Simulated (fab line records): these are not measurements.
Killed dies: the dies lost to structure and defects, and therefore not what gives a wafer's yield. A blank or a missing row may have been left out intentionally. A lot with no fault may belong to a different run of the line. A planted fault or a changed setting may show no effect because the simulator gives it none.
fab line records | flow n5_finfet
[record] lots = 14 | wafers = 41 | last_day = 20
route steps=1938 shown BEOL_M1@839 BEOL_M2@842
lots untouched by any fault: they come from a run of this same line in which no faults occurred
start_h: start of the lot's first displayed wafer, in hours after the record's first day | wait_h: hours since the lot's step before | " as in the row above | L1.1+2: a row that stands for several wafers | - value missing, or start not given | * or withheld: withheld | < > ~ a bound
route shown NAME@n: a module of which the file shows steps, and the number in the route of the first | usual: mean/standard deviation of fault-free wafers | same: alike in all rows | chamber/n: place in a boat | sites: readings site by site | _std_site: the values' standard deviation | _edge_site: inner sites' mean taken away from outer sites' mean | radius_mm: how far each site lies from the wafer's centre | mask NAME#n: copy n | behind: the tool/chamber that last shaped the wafer | hold: why the lot went on hold/how many hours it stayed there/how the hold came to an end | device: the transistor (n, p or np) that didn't switch | end of line: at the end of the route, the tests of the same wafers | a step with no rows: only its recipe | killed: count of dies lost to structure and defects at first sort (not the wafer's yield) | map: a wafer's dies, x killed, . not, _ none there
set.NAME: setting as actually run; set.NAME@STEP: the setting as run at that earlier step | model.NAME: the simulator's own value behind a step, which no gauge read
a sample of lots followed through the steps of the route, with each step as a table and each wafer as a row
services: a tool's chamber out of use, with start hour (start_h, from the record's first day; less than 0 if before it), hours out, and reason
[[steps]]
[step N5_BEOL_M1_RS_MEAS_58]
[recipe] thk_meas_gauge = four-point-probe | reads = Co_of_BEOL_M1_CO_CAP_55+Cu_of_BEOL_M1_ECD_50+Co_of_BEOL_M1_CVD_47+TaN_of_BEOL_M1_ALD_84
[usual] M1_RS = 0.68/0.036
lot.wafer | tool          | chamber | start_h | wait_h | M1_RS[ohm/sq]
L409.3    | film_metro-01 | -       | 144.61  | 0.1    | 0.71
L409.4    | "             | -       | "       | "      | 0.68
L409.6    | "             | -       | "       | "      | 0.66
L408.1    | film_metro-02 | -       | 145.00  | 0.0    | 0.70
L408.5    | "             | -       | "       | "      | 0.66
L408.6    | "             | -       | "       | "      | 0.62
L412.1    | film_metro-01 | -       | 169.91  | 0.0    | 0.68
L412.2    | "             | -       | "       | "      | 0.68
L412.4    | "             | -       | "       | "      | 0.69
L415.2    | film_metro-02 | -       | 184.43  | 0.1    | 0.76
L415.6    | "             | -       | "       | "      | 0.74
L414.1    | film_metro-01 | -       | 187.86  | 0.0    | 0.71
L414.5    | "             | -       | "       | "      | 0.65
L414.6    | "             | -       | "       | "      | 0.68
L416.4    | film_metro-02 | -       | 188.21  | 0.0    | 0.69
L416.5    | "             | -       | "       | "      | 0.70
L416.6    | "             | -       | "       | "      | 0.74
L420.3    | film_metro-02 | -       | 232.53  | 0.1    | 0.68
L420.4    | "             | -       | "       | "      | 0.66
L420.5    | "             | -       | "       | "      | 0.73
L425.2    | film_metro-01 | -       | 247.28  | 0.1    | 0.66
L425.3    | "             | -       | "       | "      | 0.65
L425.4    | "             | -       | "       | "      | 0.61
L427.1    | film_metro-01 | -       | 258.31  | 0.0    | 0.74
L427.3    | "             | -       | "       | "      | 0.77
L427.4    | "             | -       | "       | "      | 0.65
L426.2    | film_metro-01 | -       | 258.91  | 0.1    | 0.62
L426.5    | "             | -       | "       | "      | 0.64
L426.6    | "             | -       | "       | "      | 0.65
L428.1    | film_metro-01 | -       | 270.91  | 0.0    | 0.69
L428.4    | "             | -       | "       | "      | 0.64
L428.6    | "             | -       | "       | "      | 0.63
L429.1    | film_metro-01 | -       | 276.48  | 0.1    | 0.70
L429.4    | "             | -       | "       | "      | 0.68
L429.6    | "             | -       | "       | "      | 0.64
L430.3    | film_metro-01 | -       | 279.26  | 0.1    | 0.67
L430.4    | "             | -       | "       | "      | 0.61
L430.5    | "             | -       | "       | "      | 0.62
L431.3    | film_metro-01 | -       | 282.60  | 0.1    | 0.69
L431.4    | "             | -       | "       | "      | 0.68
L431.6    | "             | -       | "       | "      | 0.65
[step N5_BEOL_M1_INSPECT_59]
[recipe] inspect_instrument = darkfield | mode = post_dep
[usual] raw_defect_count = 72/24
lot.wafer | tool              | chamber | start_h | wait_h | raw_defect_count
L409.3    | defect_inspect-01 | -       | 144.64  | 0.0    | 63
L409.4    | "                 | -       | "       | "      | 84
L409.6    | "                 | -       | "       | "      | 54
L408.1    | defect_inspect-01 | -       | 145.03  | 0.0    | 40
L408.5    | "                 | -       | "       | "      | 67
L408.6    | "                 | -       | "       | "      | 103
L412.1    | defect_inspect-01 | -       | 169.94  | 0.0    | 71
L412.2    | "                 | -       | "       | "      | 47
L412.4    | "                 | -       | "       | "      | 49
L415.2    | defect_inspect-01 | -       | 184.45  | 0.0    | 72
L415.6    | "                 | -       | "       | "      | 96
L414.1    | defect_inspect-01 | -       | 187.88  | 0.0    | 45
L414.5    | "                 | -       | "       | "      | 57
L414.6    | "                 | -       | "       | "      | 54
L416.4    | defect_inspect-01 | -       | 188.24  | 0.0    | 30
L416.5    | "                 | -       | "       | "      | 64
L416.6    | "                 | -       | "       | "      | 44
L420.3    | defect_inspect-02 | -       | 232.56  | 0.0    | 97
L420.4    | "                 | -       | "       | "      | 123
L420.5    | "                 | -       | "       | "      | 100
L425.2    | defect_inspect-01 | -       | 247.30  | 0.0    | 80
L425.3    | "                 | -       | "       | "      | 69
L425.4    | "                 | -       | "       | "      | 59
L427.1    | defect_inspect-02 | -       | 258.34  | 0.0    | 60
L427.3    | "                 | -       | "       | "      | 62
L427.4    | "                 | -       | "       | "      | 67
L426.2    | defect_inspect-01 | -       | 258.93  | 0.0    | 70
L426.5    | "                 | -       | "       | "      | 108
L426.6    | "                 | -       | "       | "      | 80
L428.1    | defect_inspect-02 | -       | 270.93  | 0.0    | 43
L428.4    | "                 | -       | "       | "      | 80
L428.6    | "                 | -       | "       | "      | 59
L429.1    | defect_inspect-01 | -       | 276.50  | 0.0    | 43
L429.4    | "                 | -       | "       | "      | 97
L429.6    | "                 | -       | "       | "      | 96
L430.3    | defect_inspect-01 | -       | 279.28  | 0.0    | 77
L430.4    | "                 | -       | "       | "      | 154
L430.5    | "                 | -       | "       | "      | 116
L431.3    | defect_inspect-01 | -       | 282.63  | 0.0    | 87
L431.4    | "                 | -       | "       | "      | 46
L431.6    | "                 | -       | "       | "      | 69
[step N5_BEOL_M2_THK_MEAS_01]
[recipe] reads = SiOC_of_BEOL_M2_ILD_DEP_00
[usual] M2_ILD_THK = 79.0/0.95
lot.wafer | tool          | chamber | start_h | wait_h | M2_ILD_THK[nm]
L409.3    | film_metro-01 | -       | 144.74  | 0.1    | 77.8
L409.4    | "             | -       | "       | "      | 79.4
L409.6    | "             | -       | "       | "      | 79.8
L408.1    | film_metro-02 | -       | 145.15  | 0.1    | 78.3
L408.5    | "             | -       | "       | "      | 78.7
L408.6    | "             | -       | "       | "      | 78.9
L412.1    | film_metro-01 | -       | 170.04  | 0.0    | 78.5
L412.2    | "             | -       | "       | "      | 79.4
L412.4    | "             | -       | "       | "      | 79.3
L415.2    | film_metro-02 | -       | 184.56  | 0.1    | 78.2
L415.6    | "             | -       | "       | "      | 78.6
L414.1    | film_metro-01 | -       | 187.99  | 0.0    | 78.8
L414.5    | "             | -       | "       | "      | 79.8
L414.6    | "             | -       | "       | "      | 80.1
L416.4    | film_metro-02 | -       | 188.34  | 0.0    | 79.4
L416.5    | "             | -       | "       | "      | 80.1
L416.6    | "             | -       | "       | "      | 80.1
L420.3    | film_metro-01 | -       | 232.66  | 0.1    | 79.8
L420.4    | "             | -       | "       | "      | 79.4
L420.5    | "             | -       | "       | "      | 80.3
L425.2    | film_metro-01 | -       | 247.41  | 0.1    | 79.8
L425.3    | "             | -       | "       | "      | 78.4
L425.4    | "             | -       | "       | "      | 79.3
L427.1    | film_metro-01 | -       | 258.44  | 0.0    | 78.5
L427.3    | "             | -       | "       | "      | 79.7
L427.4    | "             | -       | "       | "      | 80.0
L426.2    | film_metro-01 | -       | 259.04  | 0.1    | 77.6
L426.5    | "             | -       | "       | "      | 79.7
L426.6    | "             | -       | "       | "      | 78.3
L428.1    | film_metro-01 | -       | 271.07  | 0.1    | 78.4
L428.4    | "             | -       | "       | "      | 80.4
L428.6    | "             | -       | "       | "      | 79.6
L429.1    | film_metro-02 | -       | 276.61  | 0.0    | 77.3
L429.4    | "             | -       | "       | "      | 78.2
L429.6    | "             | -       | "       | "      | 78.1
L430.3    | film_metro-01 | -       | 279.41  | 0.1    | 77.8
L430.4    | "             | -       | "       | "      | 79.3
L430.5    | "             | -       | "       | "      | 78.9
L431.3    | film_metro-02 | -       | 282.73  | 0.1    | 79.2
L431.4    | "             | -       | "       | "      | 79.3
L431.6    | "             | -       | "       | "      | 78.3
[step N5_BEOL_M2_DEVELOP_10]
[recipe] develop_time_s = 30 | developer = TMAH | resist = CAR-EUV | rinse_liquid = surfactant_rinse | dry = air_spin | dev_temp_c = 23
[usual] chill_plate_temp_C = 22.98/0.11 | develop_time_s = 30/0
lot.wafer | tool           | chamber | start_h | wait_h | chill_plate_temp_C | develop_time_s
L409.3    | litho_track-04 | 0       | 146.99  | -      | 22.84              | 30
L409.4    | "              | 0       | "       | "      | 22.75              | 30
L409.6    | "              | 0       | "       | "      | 22.86              | 30
L408.1    | litho_track-01 | 0       | 147.73  | -      | 23.06              | 30
L408.5    | "              | 0       | "       | "      | 22.98              | 30
L408.6    | "              | 0       | "       | "      | 22.99              | 30
L412.1    | litho_track-01 | 0       | 171.45  | -      | 22.86              | 30
L412.2    | "              | 0       | "       | "      | 22.92              | 30
L412.4    | "              | 0       | "       | "      | 23.13              | 30
L415.2    | litho_track-01 | 0       | 185.47  | -      | 23.20              | 30
L415.6    | "              | 0       | "       | "      | 23.00              | 30
L414.1    | litho_track-01 | 0       | 188.76  | -      | 22.88              | 30
L414.5    | "              | 0       | "       | "      | 22.90              | 30
L414.6    | "              | 0       | "       | "      | 23.04              | 30
L416.4    | litho_track-04 | 0       | 189.00  | -      | 23.04              | 30
L416.5    | "              | 0       | "       | "      | 22.97              | 30
L416.6    | "              | 0       | "       | "      | 23.11              | 30
L420.3    | litho_track-04 | -       | 233.86  | -      | -                  | -
L420.4    | "              | -       | "       | "      | -                  | -
L420.5    | "              | -       | "       | "      | -                  | -
L425.2    | litho_track-03 | -       | 251.36  | -      | -                  | -
L425.3    | "              | -       | "       | "      | -                  | -
L425.4    | "              | -       | "       | "      | -                  | -
L427.1    | litho_track-03 | 0       | 259.03  | -      | 22.89              | 30
L427.3    | "              | 0       | "       | "      | 23.04              | 30
L427.4    | "              | 0       | "       | "      | 22.94              | 30
L426.2    | litho_track-03 | 0       | 261.39  | -      | 23.10              | 30
L426.5    | "              | 0       | "       | "      | 22.85              | 30
L426.6    | "              | 0       | "       | "      | 23.11              | 30
L428.1    | litho_track-01 | 0       | 272.39  | -      | 22.98              | 30
L428.4    | "              | 0       | "       | "      | 23.08              | 30
L428.6    | "              | 0       | "       | "      | 22.98              | 30
L429.1    | litho_track-01 | 0       | 279.17  | -      | 22.68              | 30
L429.4    | "              | 0       | "       | "      | 22.81              | 30
L429.6    | "              | 0       | "       | "      | 22.78              | 30
L430.3    | litho_track-03 | 0       | 279.83  | -      | 22.97              | 30
L430.4    | "              | 0       | "       | "      | 23.01              | 30
L430.5    | "              | 0       | "       | "      | 23.03              | 30
L431.3    | litho_track-03 | 0       | 283.86  | -      | 22.96              | 30
L431.4    | "              | 0       | "       | "      | 22.93              | 30
L431.6    | "              | 0       | "       | "      | 22.95              | 30
[[services]]
tool           | chamber | start_h | hours | kind
litho_track-04 | -       | 134.37  | -     | consumable_replace:filter
litho_track-04 | -       | 233.85  | -     | consumable_replace:filter
[[key]]
[first_sign] step = N5_BEOL_M2_DEVELOP_10 | reading = tool_record | direction = missing
effect none on later readings
met_at N5_BEOL_M2_DEVELOP_10
struck_lots L420,L425
later_rows_left_out L420.3,L420.4,L420.5,L425.2,L425.3,L425.4
sort_left_out L420.3,L420.4,L420.5,L425.2,L425.3,L425.4
not_acting_at N5_BEOL_M1_RS_MEAS_58,N5_BEOL_M1_INSPECT_59,N5_BEOL_M2_THK_MEAS_01
onset_between 189.00 233.86
[fault] kind = skipped_step_whole | tool = litho_track-03,litho_track-04 | chamber = - | onset_h = 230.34 | steps = N5_BEOL_M2_DEVELOP_10 | scope = struck_lots_only
// sort_left_out: the simulated sort isn't trusted on such a fault, so these wafers' sort isn't shown, and their yield isn't known
// later_rows_left_out: the simulator's readings of these wafers behind a module that went badly wrong aren't trusted and aren't shown, but for the sort
